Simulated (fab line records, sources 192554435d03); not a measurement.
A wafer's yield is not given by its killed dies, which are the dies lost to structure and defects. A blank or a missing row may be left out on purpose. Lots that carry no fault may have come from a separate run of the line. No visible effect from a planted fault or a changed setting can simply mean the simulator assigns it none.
A struck lot beside a sound one ; flow n5-finfet ; 16 steps out of a route of 1938
Sound: the wafers L510.2, L510.5, L510.6. Struck: wafers L517.3, L517.4 (left out: L517.5, a lot-mate that was not struck); the cause follows at the end.
Each step with rows lists, per side, the tool, then ch with its chambers, then its first start. Under that, the readings that differ: sound wafers ; struck wafers ; difference of the means ; sigmas: that difference in standard deviations of wafers without a fault.
alike: readings whose means differ by less than 2 such deviations, and words and numbers that are the same on both sides. not compared: withheld readings, readings that some wafer has no value for, bounds like >300 that may hide the same value, and numbers for which the record gives no deviation and whose values overlap.
A row with sigmas, a row that says differs or no value, or rows on one side alone: a step with any of these is where the two part. Numbers that don't overlap but have no deviation are shown without sigmas and don't part them. A reading that every wafer of one side lacks parts them only if that side has two wafers or more.

first, 4 steps without rows for these wafers: N5_GATE_CUT_STRIP_42 (strips in O2); N5_GATE_CUT_ETCH_19 (etches SiNx in CH3F/O2, target depth 53.7 nm, time 76.7 s); N5_GATE_CUT_CUT_ETCH_53 (etches W in SF6/Cl2, target depth 79.2 nm); N5_GATE_CUT_CUT_ETCH_54 (etches TiN in Cl2/BCl3, target depth 96.7 nm).
N5_GATE_CUT_CUT_ETCH_55: etches HfO2 in BCl3, target depth 3.2 nm.
  sound on rie-metal-03 ch 0,1, day 6 21:16; struck on rie-metal-02 ch 0,1, day 8 14:36
  alike: drypump-motor-current-A, oes-product-au, throttle-valve-pct
  not compared: rf-hours-counter-h
N5_GATE_CUT_ETCH_47: etches SiO2 in Cl2/BCl3, target depth 10 nm.
  sound on rie-metal-03 ch 0,1, day 6 21:17; struck on rie-metal-02 ch 0,1, day 8 14:38
  alike: drypump-motor-current-A, oes-product-au, throttle-valve-pct
  not compared: rf-hours-counter-h
N5_GATE_CUT_VAPOR_ETCH_48: etches TiN in BCl3/Cl2.
  sound on rie-metal-03 ch 0,1, day 6 21:19; struck on rie-metal-02 ch 0,1, day 8 14:40
  alike: drypump-motor-current-A, oes-product-au
then, 1 step without rows for these wafers: N5_GATE_CUT_VAPOR_ETCH_49 (etches TiAlC in BCl3/Cl2).
N5_GATE_CUT_VAPOR_ETCH_51: etches HfO2 in BCl3/Cl2.
  sound on rie-metal-03 ch 0,1, day 6 21:23; struck on rie-metal-02 ch 0,1, day 8 14:43
  alike: drypump-motor-current-A, oes-product-au
N5_GATE_CUT_STRIP_21: strips in N2/H2, time 30 s.
  sound on plasma-asher-01 ch 0,1, day 6 21:26; struck on plasma-asher-02 ch 0,1, day 8 14:52
  alike: drypump-motor-current-A, heater-power-w, temp-c
  not compared: rf-hours-counter-h
then, 2 steps without rows for these wafers: N5_GATE_CUT_STRIP_29 (strips in post etch residue remover, time 60 s); N5_GATE_CUT_SRD_52 (time 30 s).
N5_GATE_CUT_ALD_22: deposits SiNx, target thk 16 nm, pulse time 1 s, ald cycles 320.
  sound on ald-sin-01 ch 0,1, day 6 21:35; struck on ald-sin-01 ch 0,1, day 8 15:00
reading;sound;struck;difference;sigmas
ald-cycles;320 320 320;406 406;+86;
model.SiNx_of_GATE_CUT_ALD_22.thk-nm (nm);16 16 16;20.4 20.2;+4.3;
  alike: heater-power-w, precursor-pulse-height-rel, susceptor-temp-C
  not compared: since-wet-clean-h
N5_GATE_CUT_CMP_23: polishes, stops on SiO2, t overpolish 23.4 s, target thk 16 nm.
  sound on cmp-04 ch 1,2,3, day 6 23:11; struck on cmp-03 ch 1,3, day 8 16:32
reading;sound;struck;difference;sigmas
time-to-endpoint-s (s);17.3 17.3 14.9;23.4 25.3;+7.9;+4
model.SiNx_of_GATE_CUT_ALD_22.thk-nm (nm);16 16 16;15.4 15.6;-0.5;
  alike: motor-current-A
  not compared: pad-life-wafers
N5_GATE_CUT_THK_MEAS_24:
  struck on film-metro-01, day 8 16:47; sound on film-metro-01, day 6 23:22
  alike: GC_FILL_THK
-- record jumps: 3 days separate the struck wafers' starts on either side; left off in module GATE_CUT, taken up again in module BEOL_M4, whose first shown step is the route's number 1111 --
N5_BEOL_M4_RC_MEAS_101:
  sound on prober-01 ch 0, day 10 16:23; struck on prober-01 ch 0, day 11 23:05
  alike: DIBL_N, DIBL_P, IOFF_N, IOFF_P, ION_N, ION_P, SS_N, SS_P, VT_N, VT_P

## WHERE THEY PART
Only at N5_GATE_CUT_CMP_23, within this record. Later steps at which nothing parts them and some readings are alike: N5_GATE_CUT_THK_MEAS_24, N5_BEOL_M4_RC_MEAS_101.

WHY: whatever the simulator had introduced
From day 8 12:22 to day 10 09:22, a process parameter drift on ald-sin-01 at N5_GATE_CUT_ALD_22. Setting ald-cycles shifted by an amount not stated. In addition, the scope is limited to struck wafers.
